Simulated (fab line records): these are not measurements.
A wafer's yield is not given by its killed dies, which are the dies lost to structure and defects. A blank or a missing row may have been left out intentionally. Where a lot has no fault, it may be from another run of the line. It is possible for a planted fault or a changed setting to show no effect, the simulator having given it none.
Which of the tools did it? -- flow nand-harc -- 6 lots with 18 wafers sampled at 4 steps, on a route of 1159 steps

== WHAT EACH GAUGE READ, for each wafer ==
NHARC_P_M2_THK_MEAS_24: measures by xrf.
lot,measured,on,thk-nm (nm)
L937,day 6 07:01,film-metro-01,146.8 145.7 144.1
L938,day 6 23:13,film-metro-01,148.1 144.7 146.4
L941,day 7 12:05,film-metro-02,141.6 144.2 142.0
L949,day 9 19:43,film-metro-02,144.4 146.5 146.1
L950,day 10 02:25,film-metro-01,145.2 142.5 144.6
L958,day 11 15:12,film-metro-01,145.3 142.9 143.4

== WHAT TOOL EACH LOT RAN ON (gives the tool, then ch and the chambers of the sampled wafers, and finally the start) ==
lot,NHARC_P_M1_PRE_CLEAN_30,NHARC_P_M1_PVD_21,NHARC_P_M2_ETCH_15
L937,"pvd-sputter-01, day 6 04:40 or earlier","pvd-sputter-01, day 6 04:40 or earlier","rie-diel-02 ch 0,1, day 6 04:40"
L938,"pvd-sputter-02, day 6 20:31 or earlier","pvd-sputter-02, day 6 20:31 or earlier","rie-diel-09 ch 0,1,2, day 6 20:31"
L941,"pvd-sputter-01, day 7 09:44 or earlier","pvd-sputter-01, day 7 09:44 or earlier","rie-diel-09 ch 0,1, day 7 09:44"
L949,"pvd-sputter-01, day 9 17:27 or earlier","pvd-sputter-01, day 9 17:27 or earlier","rie-diel-05 ch 0,2,3, day 9 17:27"
L950,"pvd-sputter-03, day 10 00:09 or earlier","pvd-sputter-03, day 10 00:09 or earlier","rie-diel-05 ch 0,3, day 10 00:09"
L958,"pvd-sputter-03, day 11 11:27 or earlier","pvd-sputter-03, day 11 11:27 or earlier","rie-diel-02 ch 0,1, day 11 11:27"
- NHARC_P_M1_PRE_CLEAN_30: time 30 s.
- NHARC_P_M1_PVD_21: deposits Cu, target thk 30 nm, time 20.49 s.
- NHARC_P_M2_ETCH_15: etches the open film in C4F8/Ar, target depth 182.5 nm, time 91.2 s.

== THE ANSWER, worked out from the rows above alone ==
Rule: what is usual is taken from the lots themselves. The widest of any qualifying gaps counts: lots, ordered by their means at a reading, are off when they make up no more than a third of the lots, leave a main group of 4 or more, and stand apart from it by 3 or more times the standard deviation of that group's means. If all means in a main group match to the digits the tables above print for the reading, that group is not used. A lot without any number at a reading at which 4 lots or more have one is off too. Any other lot the step has rows for is counted as sound.
None of the lots is off at any reading shown; this tells nothing.

== WHAT THE SIMULATOR PUT IN ==
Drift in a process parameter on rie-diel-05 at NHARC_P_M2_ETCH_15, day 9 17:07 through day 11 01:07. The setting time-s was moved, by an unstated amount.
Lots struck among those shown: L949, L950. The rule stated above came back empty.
